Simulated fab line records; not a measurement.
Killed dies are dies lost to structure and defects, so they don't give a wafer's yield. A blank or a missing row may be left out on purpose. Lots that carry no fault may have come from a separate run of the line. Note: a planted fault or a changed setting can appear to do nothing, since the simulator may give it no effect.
fab line records ; flow n5Finfet ; part 1 of 2: steps 1 to 4 of 6
record: lots: 22; wafers: 66; lastDay: 18
route steps=1938 shown DUMMY_REMOVAL@377 HKMG_FIN@398
lots that met no fault: from a run of the same line without faults
startH: the number of hours between the record's first day and the start of the first shown wafer of the lot ; waitH: how many hours have passed since the lot's step before this one ; " same as the row above ; L1.1+2: a row that stands for several wafers ; - no value, or no start given ; * or withheld: withheld ; < > ~ a bound
route shown NAME@n: names a module that has steps shown in the file, with the first one's number in the route ; usual: mean/standard deviation of fault-free wafers ; same: alike in all rows ; chamber/n: place in a boat ; sites: the reading at each site ; _std_site: standard deviation of those values ; _edge_site: inner sites' mean taken away from outer sites' mean ; radiusMm: for every site, how far away it sits from the centre of the wafer ; mask NAME#n: copy n ; behind: the tool/chamber that last shaped the wafer ; hold: why the lot was held/for how many hours/how that ended ; device: whichever transistor did not switch (one of n, p or np) ; end of line: at the end of the route, the tests of the same wafers ; for a step that has no rows: nothing shown but its recipe ; killed: at the first sort, the dies lost to defects and structure; wafer yield is something else ; map: a wafer's dies, marking killed ones x, the rest . and places with no die _
set.NAME: the setting that was run; set.NAME@STEP: the one run at that earlier step ; model.NAME: the simulator's own value behind a step, which no gauge read
route steps across a sampled set of lots; one table per step, one row per wafer
services: a tool's chamber out of use, with start hour (startH, from the record's first day; less than 0 if before it), hours out, and reason
== steps ==
step: N5_DUMMY_REMOVAL_HM_STRIP_01
recipe: chemistry: CH3F/O2; material: SiNx; targetDepthA: 40; stopOn: poly-Si; timeS: 6.8; overEtchFrac: 0.3; ionEnergyEv: 60; powerW: 410; biasW: 29; Ar_flow_sccm: 150; CH3F_flow_sccm: 30; O2_flow_sccm: 20
usual: drypumpMotorCurrentA: 5.6/0.43; oesProductAu: 0.61/0.045; rfVppV: 127.3/1; showerheadPlenumPTorr: 1.98/0.064; throttleValvePct: 16.46/0.25
lot.wafer;tool;chamber;startH;waitH;drypumpMotorCurrentA;oesProductAu;rfHoursCounterH;rfVppV;showerheadPlenumPTorr;throttleValvePct
L074.2;rieDiel-03;2;68.88;0.0;5.9;0.59;220;126.1;1.94;16.69
L074.4;rieDiel-03;3;68.88;0.0;5.2;0.64;119;126.9;1.93;16.42
L074.5;rieDiel-03;1;68.88;0.0;5.1;0.57;-;128.6;1.99;16.75
L075.1;rieDiel-03;2;76.05;0.0;5.9;0.58;222;128.0;1.94;16.71
L075.4;rieDiel-03;3;76.05;0.0;5.2;0.64;122;129.4;1.93;16.42
L075.6;rieDiel-03;3;76.05;0.0;5.2;0.64;-;126.4;1.93;16.42
L076.2;rieDiel-01;0;80.20;0.0;6.4;0.63;140;127.3;1.99;16.10
L076.5;rieDiel-01;1;80.20;0.0;5.3;0.63;-;125.4;1.91;16.40
L076.6;rieDiel-01;2;80.20;0.0;6.1;0.63;-;127.5;2.08;16.01
L077.1;rieDiel-03;3;88.75;0.1;5.2;0.63;126;127.6;1.92;16.44
L077.4;rieDiel-03;1;88.75;0.1;5.1;0.57;201;126.9;1.98;16.76
L077.6;rieDiel-03;1;88.75;0.1;5.1;0.56;-;127.6;1.98;16.76
L078.1;rieDiel-02;1;91.95;0.0;5.6;0.64;126;126.6;1.93;16.59
L078.3;rieDiel-02;3;91.95;0.0;5.3;0.69;56;127.5;2.04;16.15
L078.6;rieDiel-02;1;91.95;0.0;5.6;0.65;-;126.3;1.93;16.57
L079.1;rieDiel-03;1;100.94;0.2;5.1;0.56;204;126.2;1.98;16.76
L079.2;rieDiel-03;3;100.94;0.2;5.2;0.63;129;125.7;1.92;16.44
L079.3;rieDiel-03;0;100.94;0.2;5.4;0.61;164;128.4;2.07;16.57
L080.3;rieDiel-02;3;109.58;0.0;5.4;0.69;61;127.9;2.03;16.15
L080.4;rieDiel-02;2;109.58;0.0;5.9;0.63;128;128.8;2.02;16.42
L080.5;rieDiel-02;1;109.58;0.0;5.6;0.64;-;128.0;1.93;16.59
L081.1;rieDiel-02;3;113.20;0.1;5.3;0.68;62;127.2;2.03;16.15
L081.5;rieDiel-02;2;113.20;0.1;5.9;0.62;-;127.5;2.02;16.42
L081.6;rieDiel-02;3;113.20;0.1;5.3;0.69;-;126.7;2.03;16.16
L082.1;rieDiel-02;0;126.64;0.0;5.6;0.56;242;128.9;2.07;16.46
L082.5;rieDiel-02;1;126.64;0.0;5.6;0.64;-;127.5;1.93;16.60
L082.6;rieDiel-02;2;126.64;0.0;5.9;0.63;-;127.0;2.02;16.43
L083.2;rieDiel-02;3;128.56;0.2;5.3;0.67;69;127.6;2.03;16.16
L083.3;rieDiel-02;0;128.56;0.2;5.6;0.55;243;128.9;2.07;16.46
L083.4;rieDiel-02;2;128.56;0.2;5.9;0.62;135;125.0;2.02;16.43
L084.1;rieDiel-01;3;136.15;0.0;6.1;0.60;184;124.4;1.90;16.78
L084.2;rieDiel-01;2;136.15;0.0;6.1;0.62;141;127.9;2.07;16.05
L084.3;rieDiel-01;0;136.15;0.0;6.4;0.61;158;128.5;1.99;16.12
L086.1;rieDiel-01;1;145.23;0.2;5.3;0.62;145;126.0;1.90;16.41
L086.3;rieDiel-01;0;145.23;0.2;6.4;0.62;161;126.3;1.99;16.12
L086.5;rieDiel-01;2;145.23;0.2;6.1;0.62;-;127.6;2.07;16.06
L088.1;rieDiel-01;0;152.25;0.0;6.4;0.62;163;127.2;1.99;16.13
L088.2;rieDiel-01;1;152.25;0.0;5.3;0.63;146;127.9;1.90;16.42
L088.5;rieDiel-01;2;152.25;0.0;6.1;0.61;-;128.0;2.07;16.04
L087.3;rieDiel-01;3;154.02;0.0;6.1;0.58;190;127.2;1.90;16.82
L087.4;rieDiel-01;2;154.02;0.0;6.0;0.61;147;128.8;2.07;16.07
L087.5;rieDiel-01;3;154.02;0.0;6.1;0.59;-;127.4;1.90;16.79
L089.1;rieDiel-01;0;160.94;0.0;6.4;0.61;166;129.0;1.98;16.11
L089.4;rieDiel-01;3;160.94;0.0;6.1;0.59;192;125.8;1.90;16.79
L089.6;rieDiel-01;0;160.94;0.0;6.4;0.61;-;127.0;1.98;16.13
L090.1;rieDiel-03;1;176.38;0.2;5.1;0.55;226;126.9;1.98;16.80
L090.2;rieDiel-03;0;176.38;0.2;5.4;0.60;186;128.0;2.07;16.60
L090.3;rieDiel-03;3;176.38;0.2;5.2;0.63;146;126.4;1.92;16.46
L091.1;rieDiel-03;0;178.14;0.0;5.4;0.61;187;127.3;2.07;16.61
L091.3;rieDiel-03;3;178.14;0.0;5.2;0.61;147;126.9;1.92;16.46
L091.6;rieDiel-03;3;178.14;0.0;5.2;0.62;-;126.3;1.92;16.47
L092.1;rieDiel-03;1;181.32;0.0;5.1;0.55;227;127.5;1.97;16.80
L092.4;rieDiel-03;1;181.32;0.0;5.1;0.55;-;128.4;1.97;16.80
L092.6;rieDiel-03;3;181.32;0.0;5.2;0.62;-;126.9;1.92;16.46
L093.3;rieDiel-01;2;193.64;0.0;6.1;0.61;157;128.8;2.07;16.08
L093.4;rieDiel-01;0;193.64;0.0;6.4;0.61;175;127.6;1.98;16.14
L093.5;rieDiel-01;1;193.64;0.0;5.3;0.61;-;127.5;1.90;16.42
L095.1;rieDiel-03;2;199.54;0.0;5.9;0.80;2;127.2;1.93;16.22
L095.2;rieDiel-03;3;199.54;0.0;5.2;0.61;153;127.5;1.91;16.48
L095.5;rieDiel-03;2;199.54;0.0;5.8;0.80;-;126.4;1.93;16.23
L096.1;rieDiel-01;2;203.49;0.2;6.1;0.60;161;127.4;2.07;16.07
L096.2;rieDiel-01;3;203.49;0.2;6.1;0.57;204;125.8;1.90;16.83
L096.6;rieDiel-01;2;203.49;0.2;6.1;0.61;-;127.7;2.07;16.10
L097.1;rieDiel-03;3;211.87;0.1;5.2;0.62;157;126.2;1.91;16.48
L097.3;rieDiel-03;0;211.87;0.1;5.4;0.60;198;128.6;2.06;16.66
L097.5;rieDiel-03;2;211.87;0.1;5.9;0.80;-;127.9;1.93;16.23
step: N5_HKMG_FIN_CD_MEAS_49
recipe: targetCdNm: 202; landingEnergyEv: 500; detector: seInlens; polarity: opening
usual: cdNm: 202.0/0.61
same: landingEnergyEv: 500
lot.wafer;tool;chamber;startH;waitH;cdNm
L074.2;cdSem-01;0;70.27;-;201.8
L074.4;cdSem-01;0;70.27;-;201.9
L074.5;cdSem-01;0;70.27;-;202.3
L075.1;cdSem-03;0;77.61;-;203.3
L075.4;cdSem-03;0;77.61;-;201.8
L075.6;cdSem-03;0;77.61;-;202.3
L076.2;cdSem-03;0;81.63;-;202.6
L076.5;cdSem-03;0;81.63;-;201.9
L076.6;cdSem-03;0;81.63;-;201.4
L077.1;cdSem-02;0;90.12;-;200.9
L077.4;cdSem-02;0;90.12;-;201.1
L077.6;cdSem-02;0;90.12;-;201.9
L078.1;cdSem-01;0;93.61;-;201.9
L078.3;cdSem-01;0;93.61;-;201.9
L078.6;cdSem-01;0;93.61;-;203.0
L079.1;cdSem-02;0;102.45;-;201.2
L079.2;cdSem-02;0;102.45;-;201.9
L079.3;cdSem-02;0;102.45;-;201.6
L080.3;cdSem-02;0;110.95;-;202.9
L080.4;cdSem-02;0;110.95;-;202.4
L080.5;cdSem-02;0;110.95;-;202.8
L081.1;cdSem-02;0;114.57;-;201.2
L081.5;cdSem-02;0;114.57;-;201.9
L081.6;cdSem-02;0;114.57;-;202.3
L082.1;cdSem-02;0;128.02;-;202.2
L082.5;cdSem-02;0;128.02;-;202.2
L082.6;cdSem-02;0;128.02;-;202.1
L083.2;cdSem-01;0;133.35;-;202.5
L083.3;cdSem-01;0;133.35;-;202.5
L083.4;cdSem-01;0;133.35;-;202.3
L084.1;cdSem-01;0;137.66;-;202.5
L084.2;cdSem-01;0;137.66;-;202.5
L084.3;cdSem-01;0;137.66;-;202.5
L086.1;cdSem-03;0;146.60;-;201.9
L086.3;cdSem-03;0;146.60;-;202.0
L086.5;cdSem-03;0;146.60;-;202.9
L088.1;cdSem-02;0;153.82;-;203.2
L088.2;cdSem-02;0;153.82;-;201.8
L088.5;cdSem-02;0;153.82;-;202.2
L087.3;cdSem-02;0;155.81;-;201.7
L087.4;cdSem-02;0;155.81;-;201.1
L087.5;cdSem-02;0;155.81;-;202.1
L089.1;cdSem-03;0;162.52;-;201.6
L089.4;cdSem-03;0;162.52;-;201.8
L089.6;cdSem-03;0;162.52;-;200.7
L090.1;cdSem-03;0;178.14;-;201.6
L090.2;cdSem-03;0;178.14;-;200.7
L090.3;cdSem-03;0;178.14;-;201.7
L091.1;cdSem-03;0;179.65;-;201.9
L091.3;cdSem-03;0;179.65;-;201.5
L091.6;cdSem-03;0;179.65;-;203.6
L092.1;cdSem-03;0;183.10;-;202.0
L092.4;cdSem-03;0;183.10;-;201.1
L092.6;cdSem-03;0;183.10;-;201.4
L093.3;cdSem-01;0;195.16;-;201.7
L093.4;cdSem-01;0;195.16;-;201.5
L093.5;cdSem-01;0;195.16;-;201.7
L095.1;cdSem-02;0;201.04;-;202.4
L095.2;cdSem-02;0;201.04;-;201.9
L095.5;cdSem-02;0;201.04;-;201.8
L096.1;cdSem-01;0;205.05;-;202.4
L096.2;cdSem-01;0;205.05;-;201.7
L096.6;cdSem-01;0;205.05;-;201.5
L097.1;cdSem-03;0;213.48;-;201.7
L097.3;cdSem-03;0;213.48;-;202.0
L097.5;cdSem-03;0;213.48;-;202.2
step: N5_HKMG_FIN_ETCH_55
recipe: chemistry: N2/H2; target: SOC; targetDepthA: 2400; tempC: 40; timeS: 300; ionEnergyEv: 200; maskMaterial: SiARC; pressureMtorr: 30; sourceW: 840; biasW: 150; n2FlowSccm: 200; h2FlowSccm: 200
usual: drypumpMotorCurrentA: 5.9/0.45; n2FlowSccm: 199.9/0.63; oesProductAu: 0.80/0.085; rfVppV: 526.0/2.1; showerheadPlenumPTorr: 2.61/0.082; tempC: 40.01/0.12; throttleValvePct: 17.7/0.33
lot.wafer;tool;chamber;startH;waitH;drypumpMotorCurrentA;n2FlowSccm;oesProductAu;rfHoursCounterH;rfVppV;showerheadPlenumPTorr;tempC;throttleValvePct
L074.2;rieDiel-05;1;70.53;0.0;5.9;200.2;0.80;108;526.8;2.67;39.90;18.2
L074.4;rieDiel-05;3;70.53;0.0;5.9;200.1;0.74;180;526.3;2.61;39.92;17.2
L074.5;rieDiel-05;2;70.53;0.0;5.4;199.7;0.90;-;522.6;2.49;39.91;17.5
L075.1;rieDiel-05;3;77.79;0.0;5.9;199.0;0.74;183;525.8;2.61;40.00;17.2
L075.4;rieDiel-05;1;77.79;0.0;5.9;200.0;0.78;-;526.9;2.67;39.94;18.2
L075.6;rieDiel-05;2;77.79;0.0;5.4;200.1;0.89;-;521.3;2.49;39.67;17.4
L076.2;rieDiel-06;1;81.81;0.0;6.5;200.3;0.92;14;529.8;2.69;39.97;17.5
L076.5;rieDiel-06;1;81.81;0.0;6.5;200.3;0.93;-;528.4;2.69;40.02;17.5
L076.6;rieDiel-06;0;81.81;0.0;6.3;198.8;0.76;-;527.4;2.65;40.04;18.1
L077.1;rieDiel-06;3;90.31;0.0;5.0;201.0;0.76;149;526.5;2.67;40.05;17.9
L077.4;rieDiel-06;0;90.31;0.0;6.3;198.7;0.75;169;526.8;2.65;39.92;18.1
L077.6;rieDiel-06;3;90.31;0.0;5.0;201.0;0.76;-;526.9;2.67;39.87;17.9
L078.1;rieDiel-04;3;93.79;0.0;6.3;199.3;0.88;47;525.1;2.61;39.93;17.7
L078.3;rieDiel-04;1;93.79;0.0;5.8;200.6;0.71;198;527.3;2.64;40.19;17.8
L078.6;rieDiel-04;1;93.79;0.0;5.8;200.4;0.70;-;526.3;2.64;40.07;17.8
L079.1;rieDiel-05;0;102.63;0.0;6.2;199.7;0.96;4;527.6;2.68;40.03;17.2
L079.2;rieDiel-05;1;102.63;0.0;5.8;199.4;0.79;120;525.8;2.66;39.72;18.2
L079.3;rieDiel-05;3;102.63;0.0;5.9;199.1;0.73;192;525.1;2.61;40.06;17.3
L080.3;rieDiel-05;0;111.28;0.0;6.2;199.5;0.95;7;528.2;2.68;40.04;17.3
L080.4;rieDiel-05;2;111.28;0.0;5.4;199.2;0.87;57;521.5;2.48;40.02;17.5
L080.5;rieDiel-05;1;111.28;0.0;5.9;199.1;0.79;-;526.9;2.66;39.97;18.2
L081.1;rieDiel-04;0;114.75;0.0;5.0;200.7;0.92;30;521.8;2.45;39.95;17.6
L081.5;rieDiel-04;2;114.75;0.0;6.2;200.1;0.85;-;527.3;2.72;40.02;17.9
L081.6;rieDiel-04;1;114.75;0.0;5.8;200.4;0.70;-;527.4;2.64;40.09;17.8
L082.1;rieDiel-04;2;128.20;0.0;6.3;199.8;0.84;71;527.4;2.71;40.12;17.9
L082.5;rieDiel-04;0;128.20;0.0;5.0;199.4;0.90;-;523.8;2.45;40.00;17.6
L082.6;rieDiel-04;1;128.20;0.0;5.8;200.2;0.68;-;526.7;2.64;40.09;17.8
L083.2;rieDiel-04;1;133.95;0.0;5.8;198.8;0.68;215;525.0;2.64;40.15;17.8
L083.3;rieDiel-04;2;133.95;0.0;6.3;200.5;0.84;73;527.4;2.71;39.92;17.9
L083.4;rieDiel-04;0;133.95;0.0;5.0;199.7;0.90;37;524.3;2.45;40.12;17.6
L084.1;rieDiel-06;0;138.03;0.0;6.3;199.7;0.74;186;526.5;2.64;39.96;18.1
L084.2;rieDiel-06;1;138.03;0.0;6.5;199.7;0.89;33;527.6;2.69;39.95;17.6
L084.3;rieDiel-06;2;138.03;0.0;5.9;200.4;0.67;247;523.5;2.47;40.02;17.6
L086.1;rieDiel-05;0;146.78;0.0;6.2;200.0;0.90;20;528.4;2.68;40.11;17.3
L086.3;rieDiel-05;3;146.78;0.0;5.8;199.5;0.72;208;526.4;2.60;40.08;17.3
L086.5;rieDiel-05;2;146.78;0.0;5.4;200.8;0.86;-;521.1;2.48;40.02;17.5
L088.1;rieDiel-06;3;154.00;0.0;5.1;200.4;0.75;169;526.8;2.66;39.91;18.0
L088.2;rieDiel-06;0;154.00;0.0;6.4;199.7;0.73;192;526.7;2.64;40.19;18.2
L088.5;rieDiel-06;0;154.00;0.0;6.3;199.6;0.73;-;527.4;2.64;40.04;18.2
L087.3;rieDiel-05;0;156.32;0.0;6.2;199.4;0.90;24;527.5;2.67;39.84;17.3
L087.4;rieDiel-05;3;156.32;0.0;5.9;200.4;0.72;211;526.4;2.60;40.16;17.3
L087.5;rieDiel-05;0;156.32;0.0;6.2;200.0;0.89;-;527.9;2.67;39.97;17.3
L089.1;rieDiel-05;0;162.70;0.0;6.2;199.1;0.89;27;527.5;2.67;39.88;17.3
L089.4;rieDiel-05;1;162.70;0.0;5.8;200.0;0.75;143;526.0;2.65;40.05;18.3
L089.6;rieDiel-05;1;162.70;0.0;5.9;200.8;0.76;-;526.4;2.65;39.82;18.3
L090.1;rieDiel-04;1;178.32;0.0;5.8;201.0;0.68;227;526.3;2.63;39.98;17.9
L090.2;rieDiel-04;3;178.32;0.0;6.3;200.6;0.84;74;524.1;2.60;39.99;17.7
L090.3;rieDiel-04;0;178.32;0.0;5.0;199.4;0.87;49;521.8;2.45;40.10;17.7
L091.1;rieDiel-06;2;179.98;0.0;5.9;200.7;0.99;1;521.9;2.47;40.00;17.2
L091.3;rieDiel-06;3;179.98;0.0;5.1;200.1;0.75;175;525.6;2.66;40.13;18.0
L091.6;rieDiel-06;2;179.98;0.0;5.9;200.6;0.99;-;522.8;2.47;40.01;17.2
L092.1;rieDiel-05;2;183.28;0.0;5.5;200.2;0.84;76;522.1;2.48;40.04;17.5
L092.4;rieDiel-05;0;183.28;0.0;6.2;198.9;0.88;33;529.4;2.67;40.15;17.3
L092.6;rieDiel-05;1;183.28;0.0;5.8;199.6;0.76;-;526.7;2.65;39.94;18.3
L093.3;rieDiel-06;3;195.37;0.0;5.0;199.8;0.74;179;527.2;2.65;40.11;18.0
L093.4;rieDiel-06;1;195.37;0.0;6.5;199.7;0.85;53;529.4;2.68;40.00;17.6
L093.5;rieDiel-06;2;195.37;0.0;5.9;200.6;0.96;-;523.7;2.47;39.90;17.2
L095.1;rieDiel-04;3;201.22;0.0;6.3;198.9;0.82;85;525.1;2.59;40.16;17.7
L095.2;rieDiel-04;2;201.22;0.0;6.3;200.8;0.81;96;527.1;2.70;40.06;18.0
L095.5;rieDiel-04;2;201.22;0.0;6.3;201.3;0.80;-;529.1;2.70;39.91;18.0
L096.1;rieDiel-04;1;206.09;0.0;5.8;199.7;0.66;240;524.6;2.62;39.92;17.8
L096.2;rieDiel-04;3;206.09;0.0;6.3;199.6;0.82;87;525.4;2.59;39.76;17.7
L096.6;rieDiel-04;1;206.09;0.0;5.8;200.7;0.67;-;525.3;2.62;40.14;17.8
L097.1;rieDiel-06;3;213.66;0.0;5.1;200.9;0.73;186;527.1;2.65;40.01;18.0
L097.3;rieDiel-06;2;213.66;0.0;5.9;200.4;0.94;12;523.8;2.46;39.75;17.2
L097.5;rieDiel-06;1;213.66;0.0;6.5;200.1;0.85;-;527.4;2.68;39.83;17.6
step: N5_HKMG_FIN_ALD_36
recipe: material: TiN; targetThkA: 10; tempC: 400; aldPrecursorFamily: TiCl4; aldCoReactant: NH3; pulseTimeS: 1; purgeTimeS: 3; coReactantPurgeTimeS: 2; coReactantPulseTimeS: 2; aldCycles: 47; pressureTorr: 3
usual: heaterPowerW: 878/51; precursorPulseHeightRel: 1.001/0.02
same: coReactantPulseTimeS: 2
lot.wafer;tool;chamber;startH;waitH;heaterPowerW;precursorPulseHeightRel
L074.2;aldMetal-03;0;72.57;0.0;820;0.990
L074.4;aldMetal-03;1;72.57;0.0;898;0.992
L074.5;aldMetal-03;3;72.57;0.0;857;1.010
L075.1;aldMetal-04;1;79.89;0.0;957;0.993
L075.4;aldMetal-04;3;79.89;0.0;959;1.033
L075.6;aldMetal-04;1;79.89;0.0;971;0.976
L076.2;aldMetal-04;2;83.85;0.0;861;0.998
L076.5;aldMetal-04;3;83.85;0.0;935;1.004
L076.6;aldMetal-04;0;83.85;0.0;849;0.993
L077.1;aldMetal-03;2;92.53;0.0;911;0.962
L077.4;aldMetal-03;1;92.53;0.0;876;0.976
L077.6;aldMetal-03;0;92.53;0.0;829;0.974
L078.1;aldMetal-03;3;95.83;0.0;854;0.998
L078.3;aldMetal-03;2;95.83;0.0;894;1.006
L078.6;aldMetal-03;1;95.83;0.0;877;0.989
L079.1;aldMetal-04;1;104.67;0.0;955;0.987
L079.2;aldMetal-04;2;104.67;0.0;854;1.015
L079.3;aldMetal-04;3;104.67;0.0;933;1.029
L080.3;aldMetal-03;3;113.42;0.0;842;0.989
L080.4;aldMetal-03;1;113.42;0.0;884;0.990
L080.5;aldMetal-03;0;113.42;0.0;831;1.021
L081.1;aldMetal-03;2;116.78;0.0;893;0.965
L081.5;aldMetal-03;0;116.78;0.0;823;1.039
L081.6;aldMetal-03;3;116.78;0.0;848;1.015
L082.1;aldMetal-03;1;130.39;0.0;901;1.033
L082.5;aldMetal-03;3;130.39;0.0;856;1.018
L082.6;aldMetal-03;0;130.39;0.0;821;0.986
L083.2;aldMetal-03;0;136.10;0.0;818;0.984
L083.3;aldMetal-03;2;136.10;0.0;886;1.032
L083.4;aldMetal-03;1;136.10;0.0;890;0.959
L084.1;aldMetal-02;2;140.06;0.0;850;0.975
L084.2;aldMetal-02;3;140.06;0.0;765;0.980
L084.3;aldMetal-02;1;140.06;0.0;948;1.009
L086.1;aldMetal-04;0;148.94;0.0;846;0.996
L086.3;aldMetal-04;2;148.94;0.0;882;1.010
L086.5;aldMetal-04;3;148.94;0.0;938;0.994
L088.1;aldMetal-03;1;156.33;0.0;886;0.988
L088.2;aldMetal-03;3;156.33;0.0;847;1.006
L088.5;aldMetal-03;2;156.33;0.0;874;0.972
L087.3;aldMetal-02;0;158.49;0.0;971;1.011
L087.4;aldMetal-02;0;158.49;0.0;993;0.989
L087.5;aldMetal-02;2;158.49;0.0;867;1.001
L089.1;aldMetal-04;1;164.76;0.0;936;1.001
L089.4;aldMetal-04;2;164.76;0.0;859;0.987
L089.6;aldMetal-04;2;164.76;0.0;867;0.962
L090.1;aldMetal-04;3;180.35;0.0;945;1.029
L090.2;aldMetal-04;0;180.35;0.0;846;1.007
L090.3;aldMetal-04;2;180.35;0.0;850;1.023
L091.1;aldMetal-02;3;182.01;0.0;759;0.995
L091.3;aldMetal-02;1;182.01;0.0;953;0.997
L091.6;aldMetal-02;2;182.01;0.0;863;1.035
L092.1;aldMetal-02;3;185.37;0.0;769;1.009
L092.4;aldMetal-02;2;185.37;0.0;853;1.013
L092.6;aldMetal-02;1;185.37;0.0;931;1.012
L093.3;aldMetal-02;1;197.47;0.0;919;1.007
L093.4;aldMetal-02;2;197.47;0.0;872;1.013
L093.5;aldMetal-02;2;197.47;0.0;839;0.989
L095.1;aldMetal-04;3;203.26;0.0;955;1.034
L095.2;aldMetal-04;0;203.26;0.0;839;1.005
L095.5;aldMetal-04;2;203.26;0.0;869;1.013
L096.1;aldMetal-03;0;208.12;0.0;804;1.034
L096.2;aldMetal-03;3;208.12;0.0;846;0.976
L096.6;aldMetal-03;0;208.12;0.0;836;0.989
L097.1;aldMetal-03;3;216.24;0.0;848;0.965
L097.3;aldMetal-03;1;216.24;0.0;908;1.016
L097.5;aldMetal-03;0;216.24;0.0;814;0.978
